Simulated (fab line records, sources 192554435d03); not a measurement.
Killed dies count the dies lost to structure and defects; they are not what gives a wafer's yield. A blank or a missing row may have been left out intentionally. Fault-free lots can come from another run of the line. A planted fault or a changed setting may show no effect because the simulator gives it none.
fab line records / flow n5Finfet / part 2 of 2: steps 23 to 29 of 29
record: lots: 5 wafers: 15 lastDay: 16
route steps=1938 shown BEOL_M15@1825 PASS1_DEP@1831 MIM_BOT@1832 MIM_TOP@1834 MIM_TOP_LITHO@1839 MIM_TOP_ETCH@1851
lots that met no fault: from a run of the same line without faults
startH: hours from the record's opening day to when the first of the lot's shown wafers began / waitH: hours since the lot's step before / " repeats the value in the row above / L1.1+2: one row covering several wafers at once / - no value, or no start given / * or withheld: withheld / < > ~ a bound
route shown NAME@n: a module of which the file shows steps, and the number in the route of the first / usual: average and standard deviation across the fault-free wafers / same: alike in all rows / chamber/n: place in a boat / sites: each site's reading / _std_site: the standard deviation of these / _edge_site: the outer-site mean with the inner-site mean subtracted / radiusMm: for every site, how far away it sits from the centre of the wafer / mask NAME#n: copy n / behind: the tool/chamber that last shaped the wafer / hold: why the lot was held/for how many hours/how that ended / device: the n, p or np transistor that did not switch / end of line: the route-end tests of the same wafers / a step given without rows: its recipe and nothing more / killed: dies lost to structure and defects at the first sort, not the wafer's yield / map: a wafer's dies, marking killed ones x, the rest . and places with no die _
set.NAME: the setting as run; set.NAME@STEP: as run at that earlier step / model.NAME: the simulator's own value behind a step, which no gauge read
certain route steps with their lots: each step a table, each wafer a row
services: a tool's chamber out of use, with start hour (startH, from the record's first day; less than 0 if before it), hours out, and reason
== steps ==
step: N5_MIM_TOP_LITHO_CD_MEAS_08
recipe: targetCdNm: 2000 landingEnergyEv: 500 detector: seInlens
usual: cdNm: 1998.3/2.7
same: landingEnergyEv: 500
lot.wafer=L074.1 tool=cdSem-02 chamber=0 startH=252.68 waitH=- cdNm=2001.2
lot.wafer=L074.2 tool=cdSem-02 chamber=0 startH=252.68 waitH=- cdNm=2001.2
lot.wafer=L074.4 tool=cdSem-02 chamber=0 startH=252.68 waitH=- cdNm=2002.8
lot.wafer=L087.2 tool=cdSem-03 chamber=0 startH=343.38 waitH=- cdNm=1995.6
lot.wafer=L087.3 tool=cdSem-03 chamber=0 startH=343.38 waitH=- cdNm=1995.4
lot.wafer=L087.6 tool=cdSem-03 chamber=0 startH=343.38 waitH=- cdNm=1999.5
lot.wafer=L089.2 tool=cdSem-02 chamber=0 startH=368.34 waitH=- cdNm=2001.4
lot.wafer=L089.3 tool=cdSem-02 chamber=0 startH=368.34 waitH=- cdNm=2002.8
lot.wafer=L089.4 tool=cdSem-02 chamber=0 startH=368.34 waitH=- cdNm=1999.7
lot.wafer=L090.1 tool=cdSem-01 chamber=0 startH=380.77 waitH=- cdNm=1999.0
lot.wafer=L090.2 tool=cdSem-01 chamber=0 startH=380.77 waitH=- cdNm=1995.2
lot.wafer=L090.5 tool=cdSem-01 chamber=0 startH=380.77 waitH=- cdNm=1997.3
lot.wafer=L093.2 tool=cdSem-03 chamber=0 startH=381.95 waitH=- cdNm=2001.0
lot.wafer=L093.3 tool=cdSem-03 chamber=0 startH=381.95 waitH=- cdNm=2002.8
lot.wafer=L093.5 tool=cdSem-03 chamber=0 startH=381.95 waitH=- cdNm=1998.3
step: N5_MIM_TOP_LITHO_OVL_MEAS_11
recipe: pointsPerWafer: 44
usual: MIM_TOP_OVL: 2/5.9
lot.wafer=L074.1 tool=overlay-02 chamber=0 startH=252.71 waitH=0.0 MIM_TOP_OVL[nm]=1
lot.wafer=L074.2 tool=overlay-02 chamber=0 startH=252.71 waitH=0.0 MIM_TOP_OVL[nm]=-7
lot.wafer=L074.4 tool=overlay-02 chamber=0 startH=252.71 waitH=0.0 MIM_TOP_OVL[nm]=-2
lot.wafer=L087.2 tool=overlay-02 chamber=0 startH=343.41 waitH=0.0 MIM_TOP_OVL[nm]=1
lot.wafer=L087.3 tool=overlay-02 chamber=0 startH=343.41 waitH=0.0 MIM_TOP_OVL[nm]=0
lot.wafer=L087.6 tool=overlay-02 chamber=0 startH=343.41 waitH=0.0 MIM_TOP_OVL[nm]=-2
lot.wafer=L089.2 tool=overlay-01 chamber=0 startH=368.37 waitH=0.0 MIM_TOP_OVL[nm]=1
lot.wafer=L089.3 tool=overlay-01 chamber=0 startH=368.37 waitH=0.0 MIM_TOP_OVL[nm]=-10
lot.wafer=L089.4 tool=overlay-01 chamber=0 startH=368.37 waitH=0.0 MIM_TOP_OVL[nm]=-3
lot.wafer=L090.1 tool=overlay-01 chamber=0 startH=380.80 waitH=0.0 MIM_TOP_OVL[nm]=5
lot.wafer=L090.2 tool=overlay-01 chamber=0 startH=380.80 waitH=0.0 MIM_TOP_OVL[nm]=13
lot.wafer=L090.5 tool=overlay-01 chamber=0 startH=380.80 waitH=0.0 MIM_TOP_OVL[nm]=10
lot.wafer=L093.2 tool=overlay-01 chamber=0 startH=381.98 waitH=0.0 MIM_TOP_OVL[nm]=1
lot.wafer=L093.3 tool=overlay-01 chamber=0 startH=381.98 waitH=0.0 MIM_TOP_OVL[nm]=3
lot.wafer=L093.5 tool=overlay-01 chamber=0 startH=381.98 waitH=0.0 MIM_TOP_OVL[nm]=8
step: N5_MIM_TOP_LITHO_INSPECT_12
recipe: mode: adi inspectInstrument: macro
usual: rawDefectCount: 2.0/1.4
lot.wafer=L074.1 tool=defectInspect-01 chamber=- startH=252.74 waitH=0.0 rawDefectCount=2
lot.wafer=L074.2 tool=defectInspect-01 chamber=- startH=252.74 waitH=0.0 rawDefectCount=4
lot.wafer=L074.4 tool=defectInspect-01 chamber=- startH=252.74 waitH=0.0 rawDefectCount=2
lot.wafer=L087.2 tool=defectInspect-02 chamber=- startH=343.43 waitH=0.0 rawDefectCount=3
lot.wafer=L087.3 tool=defectInspect-02 chamber=- startH=343.43 waitH=0.0 rawDefectCount=3
lot.wafer=L087.6 tool=defectInspect-02 chamber=- startH=343.43 waitH=0.0 rawDefectCount=0
lot.wafer=L089.2 tool=defectInspect-01 chamber=- startH=368.39 waitH=0.0 rawDefectCount=4
lot.wafer=L089.3 tool=defectInspect-01 chamber=- startH=368.39 waitH=0.0 rawDefectCount=2
lot.wafer=L089.4 tool=defectInspect-01 chamber=- startH=368.39 waitH=0.0 rawDefectCount=1
lot.wafer=L090.1 tool=defectInspect-02 chamber=- startH=380.82 waitH=0.0 rawDefectCount=3
lot.wafer=L090.2 tool=defectInspect-02 chamber=- startH=380.82 waitH=0.0 rawDefectCount=5
lot.wafer=L090.5 tool=defectInspect-02 chamber=- startH=380.82 waitH=0.0 rawDefectCount=2
lot.wafer=L093.2 tool=defectInspect-02 chamber=- startH=382.00 waitH=0.0 rawDefectCount=2
lot.wafer=L093.3 tool=defectInspect-02 chamber=- startH=382.00 waitH=0.0 rawDefectCount=1
lot.wafer=L093.5 tool=defectInspect-02 chamber=- startH=382.00 waitH=0.0 rawDefectCount=2
step: N5_MIM_TOP_LITHO_DESCUM_10
recipe: chemistry: O2 timeS: 7.9 sourcePowerW: 50 biasPowerW: 20 pressureMtorr: 20 rfFrequencyHz: 2.712e+07 tempC: 40 o2FlowSccm: 225
usual: drypumpMotorCurrentA: 5.7/0.44 oesProductAu: 0.83/0.093 rfFwdPowerW: 49.63/0.15 rfVppV: 243.1/1.6 showerheadPlenumPTorr: 2.10/0.099 throttleValvePct: 20.28/0.23
lot.wafer=L074.1 tool=rieDiel-05 chamber=2 startH=253.03 waitH=0.3 drypumpMotorCurrentA=5.1 oesProductAu=0.69 rfFwdPowerW=49.47 rfHoursCounterH=238 rfVppV=245.0 showerheadPlenumPTorr=2.15 throttleValvePct=20.30
lot.wafer=L074.2 tool=rieDiel-05 chamber=0 startH=253.03 waitH=0.3 drypumpMotorCurrentA=5.7 oesProductAu=0.92 rfFwdPowerW=49.51 rfHoursCounterH=13 rfVppV=244.4 showerheadPlenumPTorr=2.27 throttleValvePct=20.42
lot.wafer=L074.4 tool=rieDiel-05 chamber=1 startH=253.03 waitH=0.3 drypumpMotorCurrentA=6.1 oesProductAu=0.83 rfFwdPowerW=49.50 rfHoursCounterH=74 rfVppV=242.8 showerheadPlenumPTorr=2.05 throttleValvePct=20.25
lot.wafer=L087.2 tool=rieDiel-04 chamber=0 startH=343.46 waitH=0.0 drypumpMotorCurrentA=5.6 oesProductAu=0.88 rfFwdPowerW=49.67 rfHoursCounterH=44 rfVppV=245.1 showerheadPlenumPTorr=2.24 throttleValvePct=20.18
lot.wafer=L087.3 tool=rieDiel-04 chamber=2 startH=343.46 waitH=0.0 drypumpMotorCurrentA=5.8 oesProductAu=0.68 rfFwdPowerW=49.63 rfHoursCounterH=235 rfVppV=243.9 showerheadPlenumPTorr=2.17 throttleValvePct=20.79
lot.wafer=L087.6 tool=rieDiel-04 chamber=3 startH=343.46 waitH=0.0 drypumpMotorCurrentA=5.3 oesProductAu=0.80 rfFwdPowerW=49.69 rfHoursCounterH=- rfVppV=241.1 showerheadPlenumPTorr=2.02 throttleValvePct=19.99
lot.wafer=L089.2 tool=rieDiel-04 chamber=2 startH=368.43 waitH=0.0 drypumpMotorCurrentA=5.8 oesProductAu=0.67 rfFwdPowerW=49.34 rfHoursCounterH=247 rfVppV=243.5 showerheadPlenumPTorr=2.16 throttleValvePct=20.78
lot.wafer=L089.3 tool=rieDiel-04 chamber=0 startH=368.43 waitH=0.0 drypumpMotorCurrentA=5.6 oesProductAu=0.86 rfFwdPowerW=49.68 rfHoursCounterH=55 rfVppV=245.2 showerheadPlenumPTorr=2.24 throttleValvePct=20.20
lot.wafer=L089.4 tool=rieDiel-04 chamber=3 startH=368.43 waitH=0.0 drypumpMotorCurrentA=5.3 oesProductAu=0.79 rfFwdPowerW=49.48 rfHoursCounterH=- rfVppV=243.2 showerheadPlenumPTorr=2.02 throttleValvePct=19.99
lot.wafer=L090.1 tool=rieDiel-06 chamber=3 startH=380.86 waitH=0.0 drypumpMotorCurrentA=6.5 oesProductAu=0.78 rfFwdPowerW=49.60 rfHoursCounterH=126 rfVppV=241.4 showerheadPlenumPTorr=1.99 throttleValvePct=20.26
lot.wafer=L090.2 tool=rieDiel-06 chamber=2 startH=380.86 waitH=0.0 drypumpMotorCurrentA=5.4 oesProductAu=0.91 rfFwdPowerW=49.78 rfHoursCounterH=8 rfVppV=246.3 showerheadPlenumPTorr=2.22 throttleValvePct=20.25
lot.wafer=L090.5 tool=rieDiel-06 chamber=2 startH=380.86 waitH=0.0 drypumpMotorCurrentA=5.5 oesProductAu=0.91 rfFwdPowerW=49.55 rfHoursCounterH=- rfVppV=246.1 showerheadPlenumPTorr=2.22 throttleValvePct=20.25
lot.wafer=L093.2 tool=rieDiel-05 chamber=0 startH=382.05 waitH=0.0 drypumpMotorCurrentA=5.7 oesProductAu=0.82 rfFwdPowerW=49.78 rfHoursCounterH=53 rfVppV=244.2 showerheadPlenumPTorr=2.25 throttleValvePct=20.48
lot.wafer=L093.3 tool=rieDiel-05 chamber=1 startH=382.05 waitH=0.0 drypumpMotorCurrentA=6.1 oesProductAu=0.77 rfFwdPowerW=49.41 rfHoursCounterH=114 rfVppV=241.8 showerheadPlenumPTorr=2.03 throttleValvePct=20.33
lot.wafer=L093.5 tool=rieDiel-05 chamber=3 startH=382.05 waitH=0.0 drypumpMotorCurrentA=5.6 oesProductAu=0.88 rfFwdPowerW=49.41 rfHoursCounterH=- rfVppV=241.6 showerheadPlenumPTorr=2.03 throttleValvePct=20.36
step: N5_MIM_TOP_ETCH_ETCH_00
recipe: chemistry: Cl2/BCl3 target: TiN targetDepthA: 385 ionEnergyEv: 150 pressureMtorr: 10 icpW: 1000 biasW: 126 Cl2_flow_sccm: 53.25 bcl3FlowSccm: 21.75 Ar_flow_sccm: 25
usual: biasW: 126.0/0.38 drypumpMotorCurrentA: 5.51/0.2 oesProductAu: 0.79/0.071 rfFwdPowerW: 995/3.1 throttleValvePct: 22.76/0.17
lot.wafer=L074.1 tool=rieMetal-02 chamber=1 startH=253.12 waitH=0.1 biasW=125.9 drypumpMotorCurrentA=5.29 oesProductAu=0.86 rfFwdPowerW=994 rfHoursCounterH=25 throttleValvePct=22.92
lot.wafer=L074.2 tool=rieMetal-02 chamber=0 startH=253.12 waitH=0.1 biasW=126.2 drypumpMotorCurrentA=5.49 oesProductAu=0.90 rfFwdPowerW=993 rfHoursCounterH=2 throttleValvePct=22.71
lot.wafer=L074.4 tool=rieMetal-02 chamber=0 startH=253.12 waitH=0.1 biasW=125.7 drypumpMotorCurrentA=5.48 oesProductAu=0.92 rfFwdPowerW=990 rfHoursCounterH=- throttleValvePct=22.74
lot.wafer=L087.2 tool=rieMetal-02 chamber=0 startH=343.59 waitH=0.1 biasW=125.5 drypumpMotorCurrentA=5.50 oesProductAu=0.85 rfFwdPowerW=996 rfHoursCounterH=- throttleValvePct=22.76
lot.wafer=L087.3 tool=rieMetal-02 chamber=0 startH=343.59 waitH=0.1 biasW=125.8 drypumpMotorCurrentA=5.48 oesProductAu=0.84 rfFwdPowerW=998 rfHoursCounterH=- throttleValvePct=22.73
lot.wafer=L087.6 tool=rieMetal-02 chamber=0 startH=343.59 waitH=0.1 biasW=125.5 drypumpMotorCurrentA=5.46 oesProductAu=0.84 rfFwdPowerW=997 rfHoursCounterH=- throttleValvePct=22.75
lot.wafer=L089.2 tool=rieMetal-01 chamber=0 startH=368.51 waitH=0.1 biasW=125.5 drypumpMotorCurrentA=5.85 oesProductAu=0.73 rfFwdPowerW=999 rfHoursCounterH=59 throttleValvePct=22.68
lot.wafer=L089.3 tool=rieMetal-01 chamber=0 startH=368.51 waitH=0.1 biasW=125.4 drypumpMotorCurrentA=5.88 oesProductAu=0.73 rfFwdPowerW=998 rfHoursCounterH=- throttleValvePct=22.67
lot.wafer=L089.4 tool=rieMetal-01 chamber=1 startH=368.51 waitH=0.1 biasW=126.3 drypumpMotorCurrentA=5.56 oesProductAu=0.81 rfFwdPowerW=998 rfHoursCounterH=- throttleValvePct=22.53
lot.wafer=L090.1 tool=rieMetal-02 chamber=1 startH=380.95 waitH=0.1 biasW=125.7 drypumpMotorCurrentA=5.29 oesProductAu=0.83 rfFwdPowerW=999 rfHoursCounterH=36 throttleValvePct=22.93
lot.wafer=L090.2 tool=rieMetal-02 chamber=0 startH=380.95 waitH=0.1 biasW=125.9 drypumpMotorCurrentA=5.49 oesProductAu=0.84 rfFwdPowerW=1001 rfHoursCounterH=14 throttleValvePct=22.74
lot.wafer=L090.5 tool=rieMetal-02 chamber=0 startH=380.95 waitH=0.1 biasW=126.7 drypumpMotorCurrentA=5.50 oesProductAu=0.83 rfFwdPowerW=996 rfHoursCounterH=- throttleValvePct=22.74
lot.wafer=L093.2 tool=rieMetal-01 chamber=0 startH=382.14 waitH=0.1 biasW=125.8 drypumpMotorCurrentA=5.87 oesProductAu=0.74 rfFwdPowerW=996 rfHoursCounterH=60 throttleValvePct=22.66
lot.wafer=L093.3 tool=rieMetal-01 chamber=0 startH=382.14 waitH=0.1 biasW=126.1 drypumpMotorCurrentA=5.86 oesProductAu=0.73 rfFwdPowerW=996 rfHoursCounterH=- throttleValvePct=22.66
lot.wafer=L093.5 tool=rieMetal-01 chamber=0 startH=382.14 waitH=0.1 biasW=125.7 drypumpMotorCurrentA=5.88 oesProductAu=0.73 rfFwdPowerW=995 rfHoursCounterH=- throttleValvePct=22.67
step: N5_MIM_TOP_ETCH_STRIP_01
recipe: chemistry: O2 powerW: 600 tempC: 60 pressureMtorr: 30 rfFrequencyHz: 6e+07 biasPowerW: 0 overashFraction: 0.5 o2FlowSccm: 225
usual: drypumpMotorCurrentA: 5.5/0.39 oesProductAu: 0.84/0.12 rfVppV: 3.8/1.3 showerheadPlenumPTorr: 2.10/0.069 throttleValvePct: 16.70/0.27
lot.wafer=L074.1 tool=rieDiel-03 chamber=1 startH=253.26 waitH=0.1 drypumpMotorCurrentA=5.7 oesProductAu=0.72 rfHoursCounterH=207 rfVppV=5.0 showerheadPlenumPTorr=2.02 throttleValvePct=17.02
lot.wafer=L074.2 tool=rieDiel-03 chamber=3 startH=253.26 waitH=0.1 drypumpMotorCurrentA=5.1 oesProductAu=0.72 rfHoursCounterH=223 rfVppV=4.1 showerheadPlenumPTorr=2.07 throttleValvePct=16.91
lot.wafer=L074.4 tool=rieDiel-03 chamber=3 startH=253.26 waitH=0.1 drypumpMotorCurrentA=5.0 oesProductAu=0.72 rfHoursCounterH=- rfVppV=0.6 showerheadPlenumPTorr=2.07 throttleValvePct=16.95
lot.wafer=L087.2 tool=rieDiel-01 chamber=2 startH=343.81 waitH=0.2 drypumpMotorCurrentA=5.7 oesProductAu=0.92 rfHoursCounterH=21 rfVppV=2.9 showerheadPlenumPTorr=2.08 throttleValvePct=16.90
lot.wafer=L087.3 tool=rieDiel-01 chamber=0 startH=343.81 waitH=0.2 drypumpMotorCurrentA=5.5 oesProductAu=0.84 rfHoursCounterH=82 rfVppV=4.1 showerheadPlenumPTorr=2.10 throttleValvePct=16.40
lot.wafer=L087.6 tool=rieDiel-01 chamber=0 startH=343.81 waitH=0.2 drypumpMotorCurrentA=5.5 oesProductAu=0.83 rfHoursCounterH=- rfVppV=5.1 showerheadPlenumPTorr=2.10 throttleValvePct=16.39
lot.wafer=L089.2 tool=rieDiel-02 chamber=0 startH=368.65 waitH=0.1 drypumpMotorCurrentA=5.2 oesProductAu=0.78 rfHoursCounterH=89 rfVppV=2.2 showerheadPlenumPTorr=2.06 throttleValvePct=16.74
lot.wafer=L089.3 tool=rieDiel-02 chamber=3 startH=368.65 waitH=0.1 drypumpMotorCurrentA=5.6 oesProductAu=0.83 rfHoursCounterH=102 rfVppV=2.3 showerheadPlenumPTorr=2.23 throttleValvePct=16.64
lot.wafer=L089.4 tool=rieDiel-02 chamber=1 startH=368.65 waitH=0.1 drypumpMotorCurrentA=6.2 oesProductAu=0.70 rfHoursCounterH=246 rfVppV=7.1 showerheadPlenumPTorr=2.05 throttleValvePct=16.64
lot.wafer=L090.1 tool=rieDiel-02 chamber=0 startH=381.29 waitH=0.3 drypumpMotorCurrentA=5.2 oesProductAu=0.77 rfHoursCounterH=94 rfVppV=3.3 showerheadPlenumPTorr=2.06 throttleValvePct=16.77
lot.wafer=L090.2 tool=rieDiel-02 chamber=1 startH=381.29 waitH=0.3 drypumpMotorCurrentA=6.2 oesProductAu=0.69 rfHoursCounterH=250 rfVppV=4.2 showerheadPlenumPTorr=2.05 throttleValvePct=16.62
lot.wafer=L090.5 tool=rieDiel-02 chamber=0 startH=381.29 waitH=0.3 drypumpMotorCurrentA=5.2 oesProductAu=0.79 rfHoursCounterH=- rfVppV=3.7 showerheadPlenumPTorr=2.06 throttleValvePct=16.80
lot.wafer=L093.2 tool=rieDiel-03 chamber=3 startH=382.28 waitH=0.1 drypumpMotorCurrentA=5.0 oesProductAu=0.99 rfHoursCounterH=1 rfVppV=4.9 showerheadPlenumPTorr=2.06 throttleValvePct=16.52
lot.wafer=L093.3 tool=rieDiel-03 chamber=1 startH=382.28 waitH=0.1 drypumpMotorCurrentA=5.7 oesProductAu=0.71 rfHoursCounterH=245 rfVppV=3.8 showerheadPlenumPTorr=2.00 throttleValvePct=17.12
lot.wafer=L093.5 tool=rieDiel-03 chamber=3 startH=382.28 waitH=0.1 drypumpMotorCurrentA=5.0 oesProductAu=1.00 rfHoursCounterH=- rfVppV=3.3 showerheadPlenumPTorr=2.06 throttleValvePct=16.49
step: N5_MIM_TOP_ETCH_PECVD_03
recipe: material: SiNx targetThkA: 200 tempC: 400 precursor: SiH4/NH3/N2 pressureTorr: 1.5 rfW: 300 timeS: 17.6
usual: heaterPowerW: 747/82 rfFwdPowerW: 297.4/1.5 showerheadPlenumPTorr: 5.15/0.047 throttleValvePct: 40/3
lot.wafer=L074.1 tool=pecvd-02 chamber=2 startH=253.32 waitH=- heaterPowerW=685 rfFwdPowerW=296.9 showerheadPlenumPTorr=5.19 throttleValvePct=36
lot.wafer=L074.2 tool=pecvd-02 chamber=0 startH=253.32 waitH=- heaterPowerW=751 rfFwdPowerW=296.2 showerheadPlenumPTorr=5.21 throttleValvePct=41
lot.wafer=L074.4 tool=pecvd-02 chamber=2 startH=253.32 waitH=- heaterPowerW=671 rfFwdPowerW=297.4 showerheadPlenumPTorr=5.19 throttleValvePct=36
lot.wafer=L087.2 tool=pecvd-04 chamber=2 startH=343.87 waitH=- heaterPowerW=862 rfFwdPowerW=300.1 showerheadPlenumPTorr=5.11 throttleValvePct=38
lot.wafer=L087.3 tool=pecvd-04 chamber=0 startH=343.87 waitH=- heaterPowerW=683 rfFwdPowerW=298.2 showerheadPlenumPTorr=5.08 throttleValvePct=46
lot.wafer=L087.6 tool=pecvd-04 chamber=1 startH=343.87 waitH=- heaterPowerW=640 rfFwdPowerW=296.4 showerheadPlenumPTorr=5.16 throttleValvePct=38
lot.wafer=L089.2 tool=pecvd-03 chamber=0 startH=368.72 waitH=- heaterPowerW=781 rfFwdPowerW=293.6 showerheadPlenumPTorr=5.20 throttleValvePct=37
lot.wafer=L089.3 tool=pecvd-03 chamber=1 startH=368.72 waitH=- heaterPowerW=819 rfFwdPowerW=299.0 showerheadPlenumPTorr=5.16 throttleValvePct=38
lot.wafer=L089.4 tool=pecvd-03 chamber=2 startH=368.72 waitH=- heaterPowerW=854 rfFwdPowerW=298.3 showerheadPlenumPTorr=5.17 throttleValvePct=41
lot.wafer=L090.1 tool=pecvd-03 chamber=0 startH=381.36 waitH=- heaterPowerW=718 rfFwdPowerW=295.5 showerheadPlenumPTorr=5.21 throttleValvePct=37
lot.wafer=L090.2 tool=pecvd-03 chamber=2 startH=381.36 waitH=- heaterPowerW=954 rfFwdPowerW=297.6 showerheadPlenumPTorr=5.17 throttleValvePct=41
lot.wafer=L090.5 tool=pecvd-03 chamber=1 startH=381.36 waitH=- heaterPowerW=904 rfFwdPowerW=299.0 showerheadPlenumPTorr=5.16 throttleValvePct=39
lot.wafer=L093.2 tool=pecvd-04 chamber=1 startH=382.34 waitH=- heaterPowerW=733 rfFwdPowerW=294.8 showerheadPlenumPTorr=5.16 throttleValvePct=38
lot.wafer=L093.3 tool=pecvd-04 chamber=2 startH=382.34 waitH=- heaterPowerW=858 rfFwdPowerW=298.5 showerheadPlenumPTorr=5.12 throttleValvePct=38
lot.wafer=L093.5 tool=pecvd-04 chamber=2 startH=382.34 waitH=- heaterPowerW=859 rfFwdPowerW=298.7 showerheadPlenumPTorr=5.10 throttleValvePct=38
== services ==
tool=rieDiel-02 chamber=0 startH=225.17 hours=5.2 kind=repair
tool=rieMetal-02 chamber=- startH=233.44 hours=1.1 kind=repair
tool=krfScanner-02 chamber=- startH=258.94 hours=1.0 kind=pm
tool=aldHk-03 chamber=- startH=263.71 hours=0.5 kind=repair
tool=rieDiel-04 chamber=- startH=266.81 hours=2.4 kind=repair
tool=pecvd-02 chamber=- startH=271.91 hours=2.8 kind=pm
tool=pecvd-03 chamber=- startH=275.45 hours=6.0 kind=pm
tool=pecvd-01 chamber=- startH=283.28 hours=4.3 kind=pm
tool=krfScanner-02 chamber=- startH=287.38 hours=0.3 kind=repair
tool=krfScanner-01 chamber=- startH=296.57 hours=0.8 kind=pm
tool=krfScanner-01 chamber=- startH=300.44 hours=1.3 kind=pm
tool=rieDiel-02 chamber=2 startH=301.04 hours=12.7 kind=repair
tool=rieDiel-04 chamber=2 startH=302.94 hours=7.1 kind=repair
tool=aldHk-02 chamber=- startH=304.52 hours=1.6 kind=repair
tool=rieDiel-04 chamber=2 startH=310.68 hours=4.4 kind=repair
tool=pvdSputter-02 chamber=- startH=311.06 hours=2.8 kind=repair
tool=krfScanner-02 chamber=- startH=311.72 hours=1.3 kind=pm
tool=rieMetal-01 chamber=1 startH=320.81 hours=10.9 kind=repair
tool=aldHk-03 chamber=- startH=332.44 hours=4.2 kind=repair
tool=krfScanner-02 chamber=- startH=332.64 hours=0.8 kind=pm
tool=rieDiel-05 chamber=- startH=333.69 hours=15.6 kind=pm
tool=rieMetal-02 chamber=1 startH=343.36 hours=2.2 kind=repair
tool=aldHk-03 chamber=- startH=346.45 hours=8.7 kind=pm
tool=pvdSputter-03 chamber=- startH=348.61 hours=9.2 kind=repair
